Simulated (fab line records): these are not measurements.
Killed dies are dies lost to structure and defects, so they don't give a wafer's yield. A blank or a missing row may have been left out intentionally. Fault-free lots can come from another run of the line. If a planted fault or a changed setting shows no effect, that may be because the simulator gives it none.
Which tool was responsible?	flow nand-harc	23 lots, 69 wafers sampled, at 6 steps of a route of 1302

== WHAT EACH GAUGE READ, for each wafer ==
The record lacks any reading of a measuring or inspecting step that a usual standard deviation could be used to judge.

== TOOL THAT RAN EACH LOT (tool first, then ch and the chambers of the sampled wafers, then the start) ==
lot	NHARC_A_STAIRCASE_ETCH_13	NHARC_A_STAIRCASE_TRIM_16	NHARC_A_STAIRCASE_TRIM_187	NHARC_A_STAIRCASE_TRIM_198	NHARC_A_STAIRCASE_TRIM_224	NHARC_A_STAIRCASE_ETCH_232
L074	rie-diel-08 ch 1,2,3, day 15 17:14 or earlier	rie-diel-08 ch 0,1,3, day 15 17:14 or earlier	rie-diel-07 ch 0,3, day 15 17:14	rie-diel-04 ch 1,2, no start	rie-diel-07 ch 0,1,3, no start	rie-diel-07 ch 0,2,3, no start
L076	rie-diel-07 ch 1,2, day 16 07:16 or earlier	rie-diel-07 ch 0,2,3, day 16 07:16 or earlier	rie-diel-08 ch 0,1, day 16 07:16	rie-diel-04 ch 0,2,3, no start	rie-diel-04 ch 0,1, no start	rie-diel-07 ch 0,3, no start
L075	rie-diel-08 ch 0,1, day 16 08:36 or earlier	rie-diel-08 ch 2,3, day 16 08:36 or earlier	rie-diel-04 ch 0,3, day 16 08:36	rie-diel-04 ch 0,2,3, no start	rie-diel-04 ch 0,2, no start	rie-diel-07 ch 0,3, no start
L077	rie-diel-04 ch 0,1,3, day 17 00:01 or earlier	rie-diel-04 ch 0,1,3, day 17 00:01 or earlier	rie-diel-07 ch 1,2,3, day 17 00:01	rie-diel-04 ch 0,1,3, no start	rie-diel-04 ch 1,2,3, no start	rie-diel-04 ch 1,2,3, no start
L078	rie-diel-08 ch 0,1,3, day 17 14:40 or earlier	rie-diel-08 ch 1,2,3, day 17 14:40 or earlier	rie-diel-07 ch 1,2,3, day 17 14:40	rie-diel-07 ch 1,2, no start	rie-diel-07 ch 0,1,3, no start	rie-diel-08 ch 1,2, no start
L079	rie-diel-07 ch 0,1,3, day 18 02:44 or earlier	rie-diel-07 ch 0,1,2, day 18 02:44 or earlier	rie-diel-04 ch 0,2,3, day 18 02:44	rie-diel-04 ch 0,2, no start	rie-diel-07 ch 0,2,3, no start	rie-diel-04 ch 0,2,3, no start
L080	rie-diel-07 ch 1,3, day 18 03:02 or earlier	rie-diel-07 ch 0,1,3, day 18 03:02 or earlier	rie-diel-07 ch 0,2,3, day 18 03:02	rie-diel-08 ch 0,1, no start	rie-diel-08 ch 0,1,2, no start	rie-diel-08 ch 0,2, no start
L081	rie-diel-07 ch 1,2,3, day 18 16:26 or earlier	rie-diel-07 ch 0,1,3, day 18 16:26 or earlier	rie-diel-07 ch 0,2,3, day 18 16:26	rie-diel-07 ch 0,2,3, no start	rie-diel-08 ch 1,2,3, no start	rie-diel-07 ch 0,1,3, no start
L082	rie-diel-04 ch 1,2, day 19 12:35 or earlier	rie-diel-04 ch 0,1,3, day 19 12:35 or earlier	rie-diel-08 ch 1,2,3, day 19 12:35	rie-diel-07 ch 1,2,3, no start	rie-diel-07 ch 1,2,3, no start	rie-diel-08 ch 0,2,3, no start
L084	rie-diel-08 ch 0,1,3, day 19 22:32 or earlier	rie-diel-08 ch 2,3, day 19 22:32 or earlier	rie-diel-07 ch 0,2,3, day 19 22:32	rie-diel-04 ch 1,2, no start	rie-diel-07 ch 1,2,3, no start	rie-diel-08 ch 0,2,3, no start
L083	rie-diel-04 ch 0,2, day 19 23:10 or earlier	rie-diel-04 ch 1,2,3, day 19 23:10 or earlier	rie-diel-07 ch 0,1,3, day 19 23:10	rie-diel-08 ch 1,3, no start	rie-diel-04 ch 0,2,3, no start	rie-diel-04 ch 0,3, no start
L086	rie-diel-08 ch 0,2,3, day 20 12:05 or earlier	rie-diel-08 ch 0,1,3, day 20 12:05 or earlier	rie-diel-07 ch 0,3, day 20 12:05	rie-diel-07 ch 1,3, no start	rie-diel-04 ch 2,3, no start	rie-diel-04 ch 0,1,3, no start
L085	rie-diel-04 ch 0,2,3, day 20 12:40 or earlier	rie-diel-04 ch 1,3, day 20 12:40 or earlier	rie-diel-08 ch 0,2,3, day 20 12:40	rie-diel-08 ch 0,1,3, no start	rie-diel-08 ch 1,3, no start	rie-diel-04 ch 2,3, no start
L087	rie-diel-08 ch 0,1,2, day 21 06:55 or earlier	rie-diel-08 ch 0,1,3, day 21 06:55 or earlier	rie-diel-08 ch 1,2, day 21 06:55	rie-diel-08 ch 0,1,3, no start	rie-diel-07 ch 0,3, no start	rie-diel-08 ch 0,2, no start
L089	rie-diel-04 ch 0,1,3, day 21 13:23 or earlier	rie-diel-04 ch 0,2, day 21 13:23 or earlier	rie-diel-08 ch 0,1,2, day 21 13:23	rie-diel-08 ch 1,2,3, no start	rie-diel-04 ch 1,2,3, no start	rie-diel-04 ch 0,1,2, no start
L088	rie-diel-07 ch 0,1, day 21 20:23 or earlier	rie-diel-07 ch 1,2, day 21 20:23 or earlier	rie-diel-04 ch 1,2, day 21 20:23	rie-diel-08 ch 0,1,2, no start	rie-diel-04 ch 0,1,3, no start	rie-diel-07 ch 0,1, no start
L091	rie-diel-08 ch 1,2,3, day 22 18:14 or earlier	rie-diel-08 ch 1,2,3, day 22 18:14 or earlier	rie-diel-07 ch 0,1,2, day 22 18:14	rie-diel-07 ch 2,3, no start	rie-diel-08 ch 2,3, no start	rie-diel-07 ch 0,2,3, no start
L090	rie-diel-04 ch 1,2,3, day 23 02:05 or earlier	rie-diel-04 ch 0,2,3, day 23 02:05 or earlier	rie-diel-04 ch 0,3, day 23 02:05	rie-diel-07 ch 0,2, no start	rie-diel-07 ch 1,2,3, no start	rie-diel-07 ch 0,3, no start
L093	rie-diel-07 ch 1,2,3, day 23 14:01 or earlier	rie-diel-07 ch 0,1,3, day 23 14:01 or earlier	rie-diel-08 ch 1,2, day 23 14:01	rie-diel-08 ch 2,3, no start	rie-diel-04 ch 0,1,2, no start	rie-diel-04 ch 0,1,2, no start
L092	rie-diel-07 ch 1,2,3, day 23 14:19 or earlier	rie-diel-07 ch 0,2,3, day 23 14:19 or earlier	rie-diel-07 ch 1,2, day 23 14:19	rie-diel-07 ch 0,1,3, no start	rie-diel-07 ch 2,3, no start	rie-diel-07 ch 0,3, no start
L094	rie-diel-07 ch 0,1,3, day 23 16:04 or earlier	rie-diel-07 ch 0,1,3, day 23 16:04 or earlier	rie-diel-04 ch 0,2, day 23 16:04	rie-diel-04 ch 0,2, day 23 18:25	rie-diel-04 ch 1,2,3, no start	rie-diel-04 ch 0,2,3, no start
L096	rie-diel-04 ch 0,1,3, day 24 16:45 or earlier	rie-diel-04 ch 0,3, day 24 16:45 or earlier	rie-diel-08 ch 1,2,3, day 24 16:45	rie-diel-08 ch 2,3, no start	rie-diel-07 ch 0,2,3, no start	rie-diel-07 ch 1,2, no start
L097	rie-diel-04 ch 0,3, day 25 11:08 or earlier	rie-diel-04 ch 1,2, day 25 11:08 or earlier	rie-diel-08 ch 1,2, day 25 11:08	rie-diel-08 ch 0,3, no start	rie-diel-07 ch 0,1, no start	rie-diel-08 ch 1,2,3, no start
- NHARC_A_STAIRCASE_ETCH_13: etches the open film in C4F8/O2, target depth 100 nm, time 40.5 s.
- NHARC_A_STAIRCASE_TRIM_16: chemistry O2, time 211.2 s.
- NHARC_A_STAIRCASE_TRIM_187: chemistry O2, time 211.2 s.
- NHARC_A_STAIRCASE_TRIM_198: chemistry O2, time 211.2 s.
- NHARC_A_STAIRCASE_TRIM_224: chemistry O2, time 211.2 s.
- NHARC_A_STAIRCASE_ETCH_232: etches the open film in C4F8/O2, target depth 100 nm, time 40.5 s.

== WHAT THE TOOLS THEMSELVES READ (means of the sampled wafers that have a number; where no wafer has one, the mark that the record gives instead) ==
NHARC_A_STAIRCASE_ETCH_13. Usual: oes-product-au 0.940 a.u., standard deviation 0.014; rf-vpp-V 897 V, standard deviation 5.1.
lot	tool	oes-product-au (a.u.)	rf-vpp-V (V)	flag
L074	rie-diel-08	0.929	890	
L076	rie-diel-07	0.951	895	
L075	rie-diel-08	0.951	898	
L077	rie-diel-04	0.948	895	
L078	rie-diel-08	0.951	902	
L079	rie-diel-07	0.942	898	
L080	rie-diel-07	0.941	896	
L081	rie-diel-07	0.942	896	
L082	rie-diel-04	0.937	895	
L084	rie-diel-08	0.939	901	
L083	rie-diel-04	0.947	897	
L086	rie-diel-08	0.954	895	
L085	rie-diel-04	0.928	900	
L087	rie-diel-08	0.953	900	
L089	rie-diel-04	0.937	895	
L088	rie-diel-07	0.920	895	
L091	rie-diel-08	0.943	897	
L090	rie-diel-04	0.962	898	
L093	rie-diel-07	0.931	896	
L092	rie-diel-07	0.923	895	
L094	rie-diel-07	0.932	896	
L096	rie-diel-04	0.924	894	
L097	rie-diel-04	0.945	897	

NHARC_A_STAIRCASE_TRIM_16. Usual: drypump-motor-current-A 5.6 A, standard deviation 0.34; oes-product-au 1.001 a.u., standard deviation 0.0078; rf-vpp-V 57.9 V, standard deviation 0.86; showerhead-plenum-p-Torr 3.55 Torr, standard deviation 0.14; throttle-valve-pct 17.037 %, standard deviation 0.0092.
lot	tool	drypump-motor-current-A (A)	oes-product-au (a.u.)	rf-vpp-V (V)	showerhead-plenum-p-Torr (Torr)	throttle-valve-pct (%)	flag
L074	rie-diel-08	5.7	0.998	57.4	3.50	17.029	
L076	rie-diel-07	5.8	1.004	58.1	3.60	17.041	
L075	rie-diel-08	5.5	1.004	57.7	3.41	17.039	
L077	rie-diel-04	5.3	1.006	57.8	3.51	17.041	
L078	rie-diel-08	5.7	0.997	58.4	3.55	17.041	
L079	rie-diel-07	5.6	1.007	57.1	3.55	17.036	
L080	rie-diel-07	5.8	0.998	57.8	3.58	17.041	
L081	rie-diel-07	5.8	1.000	58.3	3.58	17.038	
L082	rie-diel-04	5.3	1.000	57.9	3.51	17.044	
L084	rie-diel-08	5.6	0.998	57.8	3.42	17.030	
L083	rie-diel-04	5.3	1.007	58.7	3.58	17.034	
L086	rie-diel-08	5.7	1.000	58.5	3.65	17.039	
L085	rie-diel-04	5.0	1.015	57.4	3.45	17.039	
L087	rie-diel-08	5.7	1.003	58.3	3.65	17.035	
L089	rie-diel-04	5.8	0.995	58.2	3.59	17.030	
L088	rie-diel-07	5.5	0.995	57.3	3.46	17.023	
L091	rie-diel-08	5.7	1.005	58.2	3.53	17.032	
L090	rie-diel-04	5.6	1.010	58.6	3.62	17.037	
L093	rie-diel-07	5.8	0.997	58.5	3.55	17.038	
L092	rie-diel-07	5.8	1.000	57.6	3.56	17.044	
L094	rie-diel-07	5.8	0.991	58.4	3.55	17.035	
L096	rie-diel-04	5.7	0.997	57.5	3.54	17.028	
L097	rie-diel-04	5.1	1.005	56.8	3.47	17.032	

NHARC_A_STAIRCASE_TRIM_187. Usual: drypump-motor-current-A 5.6 A, standard deviation 0.31; oes-product-au 1.000 a.u., standard deviation 0.008; rf-vpp-V 57.9 V, standard deviation 0.87; showerhead-plenum-p-Torr 3.55 Torr, standard deviation 0.14; throttle-valve-pct 17.036 %, standard deviation 0.0087.
lot	tool	drypump-motor-current-A (A)	oes-product-au (a.u.)	rf-vpp-V (V)	showerhead-plenum-p-Torr (Torr)	throttle-valve-pct (%)	flag
L074	rie-diel-07	5.9	1.000	58.1	3.63	17.036	
L076	rie-diel-08	5.5	1.005	58.4	3.59	17.036	
L075	rie-diel-04	5.7	0.999	57.6	3.57	17.042	
L077	rie-diel-07	5.7	0.999	58.4	3.53	17.036	
L078	rie-diel-07	5.7	0.992	57.6	3.53	17.028	
L079	rie-diel-04	5.7	1.002	57.9	3.64	17.044	
L080	rie-diel-07	5.8	1.007	58.2	3.59	17.034	
L081	rie-diel-07	5.8	0.996	57.6	3.58	17.035	
L082	rie-diel-08	5.7	1.005	57.8	3.54	17.033	
L084	rie-diel-07	5.8	1.000	58.2	3.58	17.037	
L083	rie-diel-07	5.8	1.003	57.4	3.57	17.040	
L086	rie-diel-07	5.9	1.003	58.1	3.60	17.033	
L085	rie-diel-08	5.5	1.004	57.0	3.51	17.039	
L087	rie-diel-08	5.8	0.999	58.4	3.65	17.040	
L089	rie-diel-08	5.6	1.006	58.4	3.63	17.031	
L088	rie-diel-04	5.5	0.996	58.1	3.61	17.039	
L091	rie-diel-07	5.6	0.995	57.8	3.53	17.031	
L090	rie-diel-04	5.6	1.003	57.7	3.54	17.029	
L093	rie-diel-08	5.6	1.000	57.7	3.50	17.041	
L092	rie-diel-07	5.6	0.999	57.7	3.47	17.039	
L094	rie-diel-04	5.8	0.993	57.8	3.58	17.043	
L096	rie-diel-08	5.7	0.993	58.9	3.52	17.034	
L097	rie-diel-08	5.8	0.995	57.2	3.63	17.035	

NHARC_A_STAIRCASE_TRIM_198. Usual: drypump-motor-current-A 5.6 A, standard deviation 0.32; oes-product-au 1.001 a.u., standard deviation 0.0082; rf-vpp-V 57.9 V, standard deviation 0.87; showerhead-plenum-p-Torr 3.57 Torr, standard deviation 0.14; throttle-valve-pct 17.036 %, standard deviation 0.0097.
lot	tool	drypump-motor-current-A (A)	oes-product-au (a.u.)	rf-vpp-V (V)	showerhead-plenum-p-Torr (Torr)	throttle-valve-pct (%)	flag
L074	rie-diel-04	5.5	1.000	58.7	3.63	17.031	
L076	rie-diel-04	5.6	1.000	58.1	3.64	17.038	
L075	rie-diel-04	5.6	1.001	58.3	3.64	17.029	
L077	rie-diel-04	5.3	1.008	57.9	3.51	17.026	
L078	rie-diel-07	5.6	0.998	56.9	3.50	17.031	
L079	rie-diel-04	5.8	0.994	57.6	3.60	17.024	
L080	rie-diel-08	5.5	1.006	57.9	3.75	17.032	
L081	rie-diel-07	5.8	0.999	58.2	3.58	17.037	
L082	rie-diel-07	5.7	0.997	58.2	3.52	17.038	
L084	rie-diel-04	5.5	1.009	57.9	3.61	17.033	
L083	rie-diel-08	5.9	0.994	58.2	3.67	17.040	
L086	rie-diel-07	5.7	0.994	58.4	3.50	17.032	
L085	rie-diel-08	5.7	1.000	58.1	3.65	17.033	
L087	rie-diel-08	5.7	1.003	58.5	3.65	17.048	
L089	rie-diel-08	5.7	1.001	58.8	3.53	17.037	
L088	rie-diel-08	5.6	1.001	57.3	3.62	17.035	
L091	rie-diel-07	5.7	1.000	57.1	3.52	17.035	
L090	rie-diel-07	5.7	1.000	57.7	3.54	17.032	
L093	rie-diel-08	5.6	0.999	57.2	3.40	17.048	
L092	rie-diel-07	5.8	1.002	57.1	3.55	17.039	
L094	rie-diel-04	5.8	0.995	58.2	3.65	17.037	
L096	rie-diel-08	5.6	1.008	57.9	3.40	17.031	
L097	rie-diel-08	5.4	0.998	57.7	3.61	17.038	

NHARC_A_STAIRCASE_TRIM_224. Usual: drypump-motor-current-A 5.6 A, standard deviation 0.34; oes-product-au 1.000 a.u., standard deviation 0.008; rf-vpp-V 57.9 V, standard deviation 0.9; showerhead-plenum-p-Torr 3.55 Torr, standard deviation 0.13; throttle-valve-pct 17.034 %, standard deviation 0.0089.
lot	tool	drypump-motor-current-A (A)	oes-product-au (a.u.)	rf-vpp-V (V)	showerhead-plenum-p-Torr (Torr)	throttle-valve-pct (%)	flag
L074	rie-diel-07	5.8	0.998	57.2	3.59	17.036	
L076	rie-diel-04	5.1	1.001	57.9	3.43	17.037	
L075	rie-diel-04	5.8	0.994	58.7	3.68	17.035	
L077	rie-diel-04	5.3	1.008	58.4	3.58	17.039	
L078	rie-diel-07	5.8	0.996	57.7	3.58	17.038	
L079	rie-diel-07	5.8	1.001	57.9	3.59	17.033	
L080	rie-diel-08	5.6	1.005	58.8	3.64	17.036	
L081	rie-diel-08	5.7	1.001	58.3	3.55	17.030	
L082	rie-diel-07	5.7	0.997	57.8	3.52	17.039	
L084	rie-diel-07	5.7	0.994	57.8	3.51	17.031	
L083	rie-diel-04	5.6	0.999	57.6	3.63	17.031	
L086	rie-diel-04	5.6	1.004	58.3	3.70	17.036	
L085	rie-diel-08	5.8	1.000	57.8	3.56	17.043	
L087	rie-diel-07	6.0	1.001	58.5	3.60	17.042	
L089	rie-diel-04	5.3	1.007	58.1	3.57	17.032	
L088	rie-diel-04	5.3	1.005	57.2	3.49	17.036	
L091	rie-diel-08	5.6	0.995	58.0	3.41	17.032	
L090	rie-diel-07	5.7	1.004	57.5	3.50	17.035	
L093	rie-diel-04	5.5	1.000	57.8	3.53	17.035	
L092	rie-diel-07	5.7	0.995	57.7	3.51	17.042	
L094	rie-diel-04	5.3	0.995	57.6	3.56	17.023	
L096	rie-diel-07	5.8	0.999	57.8	3.56	17.025	
L097	rie-diel-07	5.6	0.996	57.5	3.50	17.039	

NHARC_A_STAIRCASE_ETCH_232. Usual: oes-product-au 0.947 a.u., standard deviation 0.012; rf-vpp-V 897 V, standard deviation 5.
lot	tool	oes-product-au (a.u.)	rf-vpp-V (V)	flag
L074	rie-diel-07	0.935	898	
L076	rie-diel-07	0.963	899	
L075	rie-diel-07	0.955	899	
L077	rie-diel-04	0.947	898	
L078	rie-diel-08	0.944	901	
L079	rie-diel-04	0.930	901	
L080	rie-diel-08	0.955	898	
L081	rie-diel-07	0.934	897	
L082	rie-diel-08	0.960	895	
L084	rie-diel-08	0.957	895	
L083	rie-diel-04	0.940	898	
L086	rie-diel-04	0.942	895	
L085	rie-diel-04	0.942	902	
L087	rie-diel-08	0.964	894	
L089	rie-diel-04	0.956	896	
L088	rie-diel-07	0.921	895	
L091	rie-diel-07	0.956	897	
L090	rie-diel-07	0.956	899	
L093	rie-diel-04	0.943	896	
L092	rie-diel-07	0.946	899	
L094	rie-diel-04	0.941	899	
L096	rie-diel-07	0.946	894	
L097	rie-diel-08	0.952	896	

== THE ANSWER, worked out from the rows above alone ==
Rule: a lot counts as off when the mean over its wafers that have a number is more than 3 standard deviations away from the usual mean. A lot without any number at a reading at which 4 lots or more have one is off too. The other lots that the step has rows for count as sound. After the gauges, taken in route order, come the tools' own readings; for these a lot's mean is taken, as printed above. The first step at which some lot is off is used, and at that step the reading that is off furthest; a lot without a number counts as furthest.
None of the lots is off at any reading shown; this tells nothing.

== WHAT WAS PUT IN BY THE SIMULATOR ==
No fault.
